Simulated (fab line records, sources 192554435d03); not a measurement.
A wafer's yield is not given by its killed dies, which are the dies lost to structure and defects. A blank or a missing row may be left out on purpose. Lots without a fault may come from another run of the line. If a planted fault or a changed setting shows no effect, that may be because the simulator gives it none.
What tool caused it? | flow n5Finfet | 11 lots, 32 wafers sampled, at 2 steps of a route of 1938

== WHAT EACH GAUGE READ, for each wafer ==
N5_MIM_BOT_LITHO_OVL_MEAS_11.
lot  | measured     | on         | MIM_BOT_OVL (nm)
L868 | day 11 22:12 | overlay-01 | 7 4 11
L870 | day 12 14:46 | overlay-02 | 0 -10 -2
L873 | day 13 15:19 | overlay-01 | -1 1 -1
L872 | day 13 19:35 | overlay-02 | 6 1 12
L875 | day 14 12:27 | overlay-01 | -6 -1 0
L877 | day 14 23:26 | overlay-02 | 7 -9 6
L883 | day 16 12:18 | overlay-02 | 425 417 414
L885 | day 17 00:37 | overlay-02 | 395 404 407
L884 | day 17 02:55 | overlay-01 | 16 13
L888 | day 18 16:53 | overlay-02 | 9 3 7
L889 | day 18 17:27 | overlay-02 | 4 -1 5

== EACH LOT AND THE TOOL THAT RAN IT (in order: tool; ch and the chambers of the sampled wafers; start) ==
lot  | N5_MIM_BOT_LITHO_EXPOSE_05
L868 | krfScanner-01 ch 0, day 11 22:00
L870 | krfScanner-02 ch 0, day 12 14:34
L873 | krfScanner-02 ch 0, day 13 15:07
L872 | krfScanner-02 ch 0, day 13 19:24
L875 | krfScanner-01 ch 0, day 14 12:15
L877 | krfScanner-01 ch 0, day 14 23:13
L883 | krfScanner-01 ch 0, day 16 12:06
L885 | krfScanner-01 ch 0, day 17 00:25
L884 | krfScanner-02 ch 0, day 17 02:42
L888 | krfScanner-02 ch 0, day 18 16:41
L889 | krfScanner-02 ch 0, day 18 17:16
- N5_MIM_BOT_LITHO_EXPOSE_05: exposes mask MIM BOT.

== THE ANSWER, worked out from the rows above alone ==
Rule: what is usual is taken from the lots themselves. The widest of any qualifying gaps counts: lots, ordered by their means at a reading, are off when they make up no more than a third of the lots, leave a main group of 4 or more, and stand apart from it by 3 or more times the standard deviation of that group's means. The tables above print the reading to a certain number of digits; a main group whose means all agree to those digits is not used. Also off: a lot with no number at a reading for which 4 or more lots have one. The other lots that the step has rows for count as sound.
Off: L883, L885, at N5_MIM_BOT_LITHO_OVL_MEAS_11 (MIM_BOT_OVL). Main group: mean 4 nm, sd 5.4.
A tool fits if, at a process step before that reading, it ran every lot that is off, and no sound lot after the first of them. The gauges at N5_MIM_BOT_LITHO_OVL_MEAS_11 are tried like those tools. One candidate fits, namely krfScanner-01 at N5_MIM_BOT_LITHO_EXPOSE_05. A fault onset in the window from L877 (day 14 23:13, its last sound lot) to L883 (day 16 12:06, its first lot off) fits.

== WHAT THE SIMULATOR HAD PUT IN ==
Scanner matching overlay: krfScanner-01, from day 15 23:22 on, at N5_MIM_BOT_LITHO_EXPOSE_05. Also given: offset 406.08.
Lots struck among those shown: L883, L885. The rule above found the same.
